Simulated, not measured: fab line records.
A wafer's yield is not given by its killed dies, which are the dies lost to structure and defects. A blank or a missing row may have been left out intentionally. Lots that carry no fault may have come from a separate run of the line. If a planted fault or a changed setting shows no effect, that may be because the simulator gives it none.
fab line records | flow n5_finfet
[record] lots = 5 wafers = 12 last_day = 16
route steps=1938 shown SD_EPI_P@299 SD_ACTIVATION@330 ILD0@335 BEOL_M4@1111 PASSIVATION@1936
lots untouched by any fault: they come from a run of this same line in which no faults occurred
start_h: hours from the record's opening day to when the first of the lot's shown wafers began | wait_h: hours elapsed since this lot's preceding step | " as in the row above | L1.1+2: several wafers, shown together as one row | - value missing, or start not given | * or withheld: withheld | < > ~ a bound
route shown NAME@n: NAME is a module with steps in the file, n the number in the route of the first one | usual: mean/standard deviation of fault-free wafers | same: alike in all rows | chamber/n: place in a boat | sites: each site's reading | _std_site: standard deviation of those values | _edge_site: outer sites' mean less inner sites' | radius_mm: how far each site lies from the wafer's centre | mask NAME#n: copy n | behind: the tool/chamber that last shaped the wafer | hold: what put the lot on hold/how long, in hours/how the hold closed | device: whichever transistor did not switch (one of n, p or np) | end of line: at the end of the route, the tests of the same wafers | a step with no rows: only its recipe | killed: at the first sort, the dies lost to defects and structure; wafer yield is something else | map: a wafer's dies, x killed, . not, _ none there
set.NAME: setting as actually run; set.NAME@STEP: the setting as run at that earlier step | model.NAME: the simulator's own value behind a step, which no gauge read
a table for each step, a row for each wafer; lots at some steps of the route
services: when a tool's chamber went out of use (start_h, in hours from the record's first day, below 0 if earlier), for how many hours, and the reason
[[steps]]
[step N5_SD_EPI_P_SOFTBAKE_04]
[recipe] temp_c = 110 time_s = 60 resist = CAR-ArF-block
[step N5_SD_EPI_P_EXPOSE_06]
[recipe] mask_id = SD_P_BLK na = 1.35 source_shape = conventional sigma_outer = 0.8 polarization = unpolarized target_cd_nm = 240 dose_mj = 39.5
[step N5_SD_EPI_P_PEB_07]
[recipe] peb_temp_c = 110 peb_time_s = 60 resist = CAR-ArF-block
[step N5_SD_EPI_P_DEVELOP_08]
[recipe] develop_time_s = 30 developer = TMAH resist = CAR-ArF-block dev_temp_c = 23 rinse_liquid = diw dry = air_spin
[step N5_SD_EPI_P_DESCUM_14]
[recipe] chemistry = O2 time_s = 7.9 source_power_w = 50 bias_power_w = 20 pressure_mtorr = 20 rf_frequency_hz = 2.712e+07 temp_c = 40 resist = CAR-ArF-block o2_flow_sccm = 225
[step N5_SD_EPI_P_ETCH_36]
[recipe] chemistry = CF4 target = SiARC target_depth_a = 455 mask_material = CAR-ArF-block time_s = 75.8 ion_energy_ev = 80 pressure_mtorr = 40 source_w = 545 bias_w = 36 Ar_flow_sccm = 100 cf4_flow_sccm = 100 ends = cleared
[step N5_SD_EPI_P_ETCH_37]
[recipe] chemistry = N2/H2 target = SOC overetch_a = 1080 mask_material = SiARC temp_c = 40 ion_energy_ev = 100 source_w = 3000 bias_w = 133 pressure_mtorr = 20 time_s = 486 n2_flow_sccm = 200 h2_flow_sccm = 200 ends = end_point
[step N5_SD_EPI_P_STRIP_38]
[recipe] chemistry = N2/H2 temp_c = 40 n2_flow_sccm = 200 h2_flow_sccm = 200 rf_frequency_hz = 6e+07
[step N5_SD_EPI_P_ETCHBACK_46]
[recipe] chemistry = CH3F/O2 mode = anisotropic_etchback target = SiNx target_depth_a = 175 stop_on = SiO2 over_etch_frac = 0.3 ion_energy_ev = 120 pressure_mtorr = 30 source_w = 395 bias_w = 73 Ar_flow_sccm = 150 CH3F_flow_sccm = 30 O2_flow_sccm = 20
[step N5_SD_EPI_P_ETCH_47]
[recipe] chemistry = CH3F/O2 target = SiOCN target_depth_a = 250 mask_material = SOC ion_energy_ev = 60 bias_w = 29 pressure_mtorr = 30 source_w = 410 Ar_flow_sccm = 150 CH3F_flow_sccm = 30 O2_flow_sccm = 20
[usual] drypump_motor_current_A = 5.9/0.5 oes_product_au = 0.79/0.086 rf_vpp_V = 126.3/2.4 showerhead_plenum_p_Torr = 1.99/0.066 throttle_valve_pct = 16.26/0.19
// columns lot.wafer tool chamber start_h wait_h drypump_motor_current_A oes_product_au rf_hours_counter_h rf_vpp_V showerhead_plenum_p_Torr throttle_valve_pct model.etch.depth_nm
L811.1 rie_diel-05 2 76.09 0.1 6.5 0.99 2 123.5 1.98 16.18 25.1
L811.3 " 0 " " 5.4 0.73 180 126.5 2.07 16.22 25.3
L811.4 " 1 " " 5.6 0.81 107 126.2 1.94 16.16 25.36
L821.1 rie_diel-05 0 133.41 0.1 5.5 0.72 197 127.2 2.06 16.26 25.36
L821.2 " 1 " " 5.6 0.79 124 124.8 1.93 16.19 25.24
L821.5 " 0 " " 5.5 0.72 - 126.3 2.06 16.26 25.16
L823.5 rie_diel-05 1 150.88 0.1 5.6 0.77 - 123.0 1.93 16.20 9.802
L823.6 " 2 " " 6.5 0.91 - 123.3 1.97 16.22 24.74
L825.5 rie_diel-05 3 159.89 0.1 6.3 0.80 - 127.8 1.92 16.15 9.65
L825.6 " 2 " " 6.5 0.91 - 123.9 1.97 16.23 24.51
L827.1 rie_diel-05 1 168.60 0.1 5.6 0.77 135 123.4 1.93 16.21 9.868
L827.4 " 3 " " 6.4 0.79 94 128.0 1.92 16.15 24.38
[step N5_SD_EPI_P_ETCH_16]
[recipe] chemistry = CHF3/O2 target = SiO2 target_depth_a = 50 mask_material = SOC pressure_mtorr = 30 source_w = 650 bias_w = 170 Ar_flow_sccm = 200 CHF3_flow_sccm = 50 O2_flow_sccm = 5 ion_energy_ev = 200
[step N5_SD_EPI_P_STRIP_50]
[recipe] chemistry = CHF3/O2 resist = SiARC rf_frequency_hz = 6e+07
[step N5_SD_EPI_P_SD_RECESS_17]
[recipe] chemistry = HBr/Cl2/O2 target_depth_a = 391 bt_time_s = 3 pressure_mtorr = 10 icp_w = 800 bias_w = 112 HBr_flow_sccm = 150 Cl2_flow_sccm = 80 O2_flow_sccm = 12
[step N5_SD_EPI_P_WET_ETCH_45]
[recipe] chemistry = dHF dilution = withheld time_s = 10.7 target = SiO2 target_depth_a = 20 temp_c = 25 dry = ipa_marangoni rinse_time_s = 30 rinse_temp_c = 23
[step N5_SD_EPI_P_STRIP_40]
[recipe] chemistry = N2/H2 power_w = 1000 temp_c = 250 h2_frac = 0.65 overash_fraction = 0.3 pressure_mtorr = withheld n2_flow_sccm = 1750 h2_flow_sccm = 3250
[step N5_SD_EPI_P_PRECLEAN_52]
[recipe] chemistry = O3/DIW time_s = 60 temp_c = 22 o3_ppm = 10
[step N5_SD_EPI_P_SRD_20]
[recipe] dry = ipa_marangoni do_ppb = 5 time_s = 30 temp_c = 23 rinse_liquid = diw
[step N5_SD_EPI_P_PRECLEAN_51]
[recipe] chemistry = NF3:NH3 afs_cycles = 1 temp_c = 30 time_s = 20 sublimation_temp_c = 180 sublimation_time_s = 60 pressure_torr = 3 rf_power_w = 30
[step N5_SD_EPI_P_VAPOR_ETCH_44]
[recipe] chemistry = NF3/Ar target = SiGe30 temp_c = 25 time_s = 3.3 mode = isotropic
[step N5_SD_EPI_P_EPI_21]
[recipe] material = SiGe:B dopant = B temp_c = 550 pressure_torr = 20 ambient = H2 time_s = 355
[step N5_SD_EPI_P_HM_STRIP_48]
[recipe] chemistry = H3PO4 temp_c = 160 material = SiNx target = SiNx target_depth_a = 30 overetch_fraction = 0.3
[step N5_SD_EPI_P_SRD_49]
[recipe] dry = ipa_marangoni time_s = 30 temp_c = 23 rinse_liquid = diw
[step N5_SD_EPI_P_PRECLEAN_24]
[recipe] chemistry = O3/DIW time_s = 45 temp_c = 22 o3_ppm = 10
[step N5_SD_EPI_P_PRECLEAN_32]
[recipe] chemistry = dHF time_s = 10 dilution = 500:1 temp_c = 25
[step N5_SD_EPI_P_PRECLEAN_33]
[recipe] chemistry = SC2 time_s = 45 temp_c = 35 mix = 1:1:50
[step N5_SD_EPI_P_SRD_25]
[recipe] time_s = 30 temp_c = 23 rinse_liquid = diw dry = ipa_marangoni
[step N5_SD_ACTIVATION_RTA_00]
[recipe] temp_c = 975 time_s = 0 ambient = N2 idle_temp_c = 600 ramp_up_c_per_s = 150 ramp_down_c_per_s = 60 cool_to_c = 600
[step N5_SD_ACTIVATION_LSA_01]
[recipe] temp_c = 1080 time_s = 0.0008 ambient = N2
[step N5_ILD0_LINER_00]
[recipe] material = SiNx target_thk_a = 40 temp_c = 400 ald_precursor_family = SiH2I2 ald_co_reactant = N2/H2-plasma pulse_time_s = 1 purge_time_s = 2 co_reactant_purge_time_s = 2 ald_cycles = 80 pressure_torr = 2
[step N5_ILD0_FCVD_FILL_01]
[recipe] material = SiO2_flowable target_thk_a = 2000 temp_c = 100 pressure_torr = 0.8 rf_w = 2000 time_s = 328.3
[step N5_ILD0_CURE_02]
[recipe] temp_c = 450 time_s = 1800 ambient = steam idle_temp_c = 400 ramp_up_c_per_min = 5 ramp_down_c_per_min = 3 densification_p_h2o_torr = 640
[step N5_ILD0_CMP_03]
[recipe] stop_on = SiNx t_overpolish_s = 1.9 post_cmp_clean = alkaline_brush down_force_psi = 4.1491 platen_rpm = 51.796 pad_velocity_m_s = 1.0306 target_thk_nm = 197.38
[step N5_ILD0_CMP_07]
[recipe] stop_on = poly-Si material = SiO2_flowable t_overpolish_s = 1.18 post_cmp_clean = alkaline_brush down_force_psi = 4.1491 platen_rpm = 51.796 pad_velocity_m_s = 1.0306 target_thk_nm = 138.88
[step N5_BEOL_M4_RC_MEAS_101]
[usual] DIBL_N = 36.0/1.7 DIBL_P = 36.0/2 IOFF_N = 0.156/0.028 IOFF_P = 0.21/0.04 ION_N = 673/12 ION_P = 463/8.3 RC_DENSE_P = 23.8/0.59 RC_P = 19.4/0.46 REXT_P = 100.4/2 SS_N = 71.4/0.6 SS_P = 73.3/0.66 VT_N = 250/3 VT_P = -250/3.8 VT_P_LVT = -99/3.2
// columns lot.wafer tool chamber start_h wait_h DIBL_N[mV/V] DIBL_P[mV/V] IOFF_N[nA/um] IOFF_P[nA/um] ION_N[uA/um] ION_P[uA/um] RC_DENSE_P[ohm.um] RC_P[ohm.um] REXT_P[ohm.um] SS_N[mV/dec] SS_P[mV/dec] VT_N[mV] VT_P[mV] VT_P_LVT[mV]
L811.1 prober-02 0 179.40 0.3 35.9 35.2 0.134 0.17 681 460 24.2 19.6 99.9 71.6 73.2 256 -254 -103
L811.3 " 0 " " 35.1 34.5 0.127 0.17 660 450 23.0 18.5 98.7 71.4 72.9 254 -255 -102
L811.4 " 0 " " 37.7 37.4 0.168 0.19 671 462 24.2 19.6 100.9 71.4 73.2 253 -254 -100
L821.1 prober-01 0 242.92 0.0 37.9 39.8 0.192 0.34 677 482 23.4 19.2 97.7 71.8 74.1 247 -240 -91
L821.2 " 0 " " 39.6 40.8 0.234 0.35 697 481 22.7 18.4 98.7 72.3 74.8 242 -241 -91
L821.5 " 0 " " 38.8 39.8 0.215 0.33 687 479 23.9 19.4 98.2 72.7 74.5 247 -241 -91
L823.5 prober-02 0 254.64 0.6 34.3 33.1 0.139 0.12 663 430 29.4 24.3 130.4 71.5 72.7 253 -264 -111
L823.6 " 0 " " 35.4 35.7 0.154 0.18 677 458 22.5 18.3 101.9 72.2 73.6 248 -253 -102
L825.5 prober-02 0 274.77 0.6 38.2 35.8 0.184 0.17 700 444 31.2 25.0 125.3 72.0 73.5 248 -255 -106
L825.6 " 0 " " 38.3 37.1 0.164 0.23 673 463 24.6 20.0 98.1 72.0 73.0 250 -249 -98
L827.1 prober-02 0 289.46 0.0 36.7 34.8 0.148 0.14 660 420 29.5 24.0 125.8 70.5 73.6 249 -260 -110
L827.4 " 0 " " 34.5 33.5 0.130 0.17 662 452 23.6 19.3 99.7 70.3 72.1 253 -253 -103
[step N5_PASSIVATION_PROBE_49]
[usual] defect_limited_yield = 91.6/1.6 killed_at_M0_to_M3 = 31/10 killed_at_M4_up = 14/6.3 killed_at_contacts = 12/6.1 killed_at_front_end = 39/12 killed_at_other = 3.7/2.8 killed_dies = 100/19 killed_open = 66/14 killed_short = 33/8.1 sort_bin_5_function = 5.0/1.1 sort_bin_6_memory = 3.2/0.66 sort_bin_8_speed = 0.01/0.077 sort_n_pass = 1080/18 sort_yield_pct = 91.6/1.6
[same] gross_dies = 1180 killed_at_back_side = 0 sort_bin_4_leakage[%] = 0
// columns lot.wafer tool chamber start_h wait_h defect_limited_yield[%] killed_at_M0_to_M3 killed_at_M4_up killed_at_contacts killed_at_front_end killed_at_other killed_dies killed_open killed_short sort_bin_5_function[%] sort_bin_6_memory[%] sort_bin_8_speed[%] sort_n_pass sort_yield_pct[%]
L811.1 prober-02 - 280.45 0.0 93.7 22 11 15 24 2 74 51 23 4.2 1.9 0 1106 93.7
L811.3 prober-02 - 280.55 0.1 91.7 21 13 10 53 1 98 72 26 3.8 4.2 0 1082 91.7
L811.4 prober-02 - 280.60 0.2 92.8 21 18 11 31 4 85 52 33 3.7 3.3 0 1095 92.8
L821.1 prober-02 - 347.75 0.0 93.0 24 7 5 44 3 83 52 29 3.7 3.1 0 1097 93.0
L821.2 prober-02 - 347.80 0.1 93.0 39 25 2 17 0 83 55 28 3.8 3.1 0 1097 93.0
L821.5 prober-02 - 347.95 0.2 93.8 25 13 4 28 3 73 54 19 3.6 2.5 0 1107 93.8
L823.5 prober-02 - 366.64 0.2 90.4 40 15 6 49 3 113 69 44 5.2 3.8 49.49 483 40.9
L823.6 prober-02 - 366.69 0.3 91.5 16 13 6 64 1 100 75 23 5.3 3.1 0 1080 91.5
L825.5 prober-02 - 376.90 0.2 91.9 22 14 13 43 3 95 64 29 4.6 3.1 0 1085 91.9
L827.1 prober-01 - 393.20 0.0 91.9 13 24 10 42 6 95 68 27 4.7 3.1 58.47 395 33.5
L827.4 prober-01 - 393.35 0.2 93.3 23 13 17 26 0 79 53 26 3.9 2.5 0 1101 93.3
// killed by level:class
L811.1 MOL_CONTACT_COAG:geometric_particle:open=13 BEOL_M4:geometric_particle:open=8 STI_FIN_REVEAL:geometric_particle:open=7 BEOL_M2:geometric_particle:open=7 BEOL_M0_SAQP:geometric_particle:short=6 BEOL_M0_SAQP:geometric_particle:open=6 STARTING-WAFER:geometric_particle:short=6 FIN_SAQP:geometric_particle:short=4
L811.3 STI_FIN_REVEAL:geometric_particle:open=29 MOL_CONTACT_COAG:geometric_particle:open=8 BEOL_M2:geometric_particle:open=8 STI_FIN_REVEAL:geometric_particle:short=7 BEOL_M0_SAQP:geometric_particle:open=5 STARTING-WAFER:geometric_particle:short=5 DUMMY_GATE:geometric_particle:open=4 BEOL_M1:geometric_particle:open=3
L811.4 STI_FIN_REVEAL:geometric_particle:open=11 BEOL_M4:geometric_particle:open=9 GATE_CUT:geometric_particle:short=8 FIN_SAQP:geometric_particle:open=6 MOL_CONTACT_COAG:geometric_particle:open=6 MOL_CONTACT_COAG:geometric_particle:short=5 BEOL_M0_SAQP:geometric_particle:open=4 BEOL_M2:geometric_particle:open=4
L821.1 FIN_SAQP:geometric_particle:open=13 FIN_SAQP:geometric_particle:short=7 BEOL_M1:geometric_particle:open=6 MOL_CONTACT_COAG:geometric_particle:open=5 GATE_CUT:geometric_particle:open=4 BEOL_M3:geometric_particle:open=4 BEOL_M0_SAQP:geometric_particle:short=3 BEOL_M0_SAQP:geometric_particle:open=3
L821.2 BEOL_M4:geometric_particle:open=14 BEOL_M1:geometric_particle:open=10 BEOL_M0_SAQP:geometric_particle:open=8 BEOL_M0_SAQP:geometric_particle:short=7 BEOL_M2:geometric_particle:open=7 BEOL_M4:geometric_particle:short=5 BEOL_M3:geometric_particle:open=4 STARTING-WAFER:geometric_particle:short=3
L821.5 BEOL_M3:geometric_particle:open=10 FIN_SAQP:geometric_particle:open=8 BEOL_M1:geometric_particle:open=8 BEOL_M4:geometric_particle:open=8 ILD0:geometric_particle:short=4 MOL_CONTACT_COAG:geometric_particle:open=3 BEOL_M3:geometric_particle:short=3 FIN_SAQP:geometric_particle:short=2
L823.5 FIN_SAQP:geometric_particle:open=12 STI_FIN_REVEAL:geometric_particle:open=10 BEOL_M0_SAQP:geometric_particle:short=9 BEOL_M3:geometric_particle:open=8 GATE_CUT:geometric_particle:short=6 BEOL_M1:geometric_particle:open=6 FIN_SAQP:geometric_particle:short=5 BEOL_M0:geometric_particle:open=5
L823.6 FIN_SAQP:geometric_particle:open=14 STI_FIN_REVEAL:geometric_particle:open=9 DUMMY_GATE:geometric_particle:open=8 GATE_CUT:geometric_particle:open=7 MOL_CONTACT_COAG:geometric_particle:open=6 GATE_CUT:geometric_particle:short=5 BEOL_M1:geometric_particle:open=5 FIN_SAQP:geometric_particle:short=4
L825.5 MOL_CONTACT_COAG:geometric_particle:open=13 FIN_SAQP:geometric_particle:open=10 BEOL_M2:geometric_particle:open=7 BEOL_M4:geometric_particle:open=7 STI_FIN_REVEAL:geometric_particle:short=5 GATE_CUT:geometric_particle:open=4 GATE_CUT:geometric_particle:short=4 BEOL_M1:geometric_particle:open=4
L827.1 BEOL_M5:geometric_particle:open=12 STI_FIN_REVEAL:geometric_particle:open=11 MOL_CONTACT_COAG:geometric_particle:open=10 BEOL_M1:geometric_particle:open=9 GATE_CUT:geometric_particle:short=7 FIN_SAQP:geometric_particle:short=5 FIN_SAQP:geometric_particle:open=5 STARTING-WAFER:geometric_particle:open=5
L827.4 MOL_CONTACT_COAG:geometric_particle:open=11 STI_FIN_REVEAL:geometric_particle:open=7 FIN_SAQP:geometric_particle:open=6 MOL_CONTACT_COAG:geometric_particle:short=6 BEOL_M0_SAQP:geometric_particle:short=6 BEOL_M0_SAQP:geometric_particle:open=5 BEOL_M4:geometric_particle:open=4 FIN_SAQP:geometric_particle:short=3
// map L823.5 (x killed, . not)
_________________.x.x........________________
______________.................._____________
___________.x......................__________
__________...x....x................._________
________..x.......x.x............x...._______
_______........x..x....................______
______........x........x.......x........_____
_____x..x.................x..............____
____.....x.........x...x..................___
___............x......xx..x........xx...x..__
___.x....x......x.......x......xxx....x....__
__...........x..xx....x.......x............._
__.............x..........x.x..............._
_........x...xx.....x..............x........x
_..................................x......x..
_.....................x..........x...........
_..........x.....x.....x.x...................
_.....x.....xx............................x..
_x.........x...x.........x............x..x...
_...................xx.x.....................
_.x...........x..........x................x..
__.........x........x......................._
__...x.........x............x....x......x..._
___....x....x.x............xx..............__
___x............................x..........__
____................x...x..x..............___
_____.......x......x.........x.x.x..x....____
______.....x.x.........................._____
_______....x......x.....x........x....x______
________..................x..........._______
__________x.............x..........._________
___________.........x.........x....__________
______________..........x......._____________
_________________xx.x........________________
// map L825.6 (x killed, . not)
_________________...xx...x...________________
______________x..x..x..x.....x.._____________
___________.x.xx...................__________
__________.............x...x........_________
________..x.x................x...x..x._______
_______............x.x..x......x.....x.______
______...x....x................x........_____
_____xx.x......x....xx......x............____
____...............x..............x.......___
___....x........x..x..........x......x.....__
___...........x......xx......x.....x.xxx.x.__
__....x....................x...x....x......._
__x.xx........x..x.........x.............x.._
_......x.......x.xxx.x...........x...........
_x.x.....xx.....x............x...........x...
_...........xx....xxx.............x..x.......
_...x...................x....................
_.x..........xx........x.....x...............
_..xx......x..................x...x..........
_..x.................x.x................x....
_.x.......x......x..................x..xxxx..
__.........................x...x......x....._
__.....x.......xx.....x.....x...xx....xx...._
___.......x..................x.............__
___.........x......x.x..............x......__
____.........................xx.........x.___
_____.x......x.....x........x.........x..____
______...x...x...........x.............._____
_______...............x.......x........______
________........x..........x.......x.._______
__________.........................._________
___________..........x.............__________
______________x.........xx......_____________
_________________..........x.________________
[[services]]
// columns tool chamber start_h hours kind
rie_diel-05 1 55.66 1.7 repair
rie_diel-05 - 77.98 2.8 pm
rie_diel-05 0 149.93 9.9 repair
[[key]]
[first_sign] step = N5_BEOL_M4_RC_MEAS_101 reading = REXT_P direction = up sigmas = 13 usual = 100.4 struck = 127.2
[effect] step = N5_BEOL_M4_RC_MEAS_101 reading = RC_P direction = up sigmas = 11 usual = 19.4 struck = 24.4
[effect] step = N5_BEOL_M4_RC_MEAS_101 reading = RC_DENSE_P direction = up sigmas = 11 usual = 23.8 struck = 30.0
[effect] step = N5_BEOL_M4_RC_MEAS_101 reading = ION_P direction = down sigmas = 3.8 usual = 463 struck = 431
[effect] step = N5_BEOL_M4_RC_MEAS_101 reading = VT_P_LVT direction = down sigmas = 3.3 usual = -99 struck = -109
[effect] step = N5_BEOL_M4_RC_MEAS_101 reading = VT_P direction = down sigmas = 2.5 usual = -250 struck = -260
[effect] step = N5_PASSIVATION_PROBE_49 reading = sort_bin_8_speed direction = up sigmas = 99+ usual = 0.01 struck = 35.99 wafers_moved = 2
[model_effect] step = N5_SD_EPI_P_ETCH_47 value = etch.depth_nm without = 24.68 struck = 9.773
met_at N5_SD_EPI_P_ETCH_47
struck_wafers L823.5,L825.5,L827.1
onset_between 133.41 150.88
[fault] kind = process_parameter_drift tool = rie_diel-05 chamber = - onset_h = 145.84 steps = N5_SD_EPI_P_ETCH_47 channel = target_depth_a offset = -150.99 shape = step end_h = 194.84 scope = struck_wafers_only acts_in = these_recipes_only stated = 250
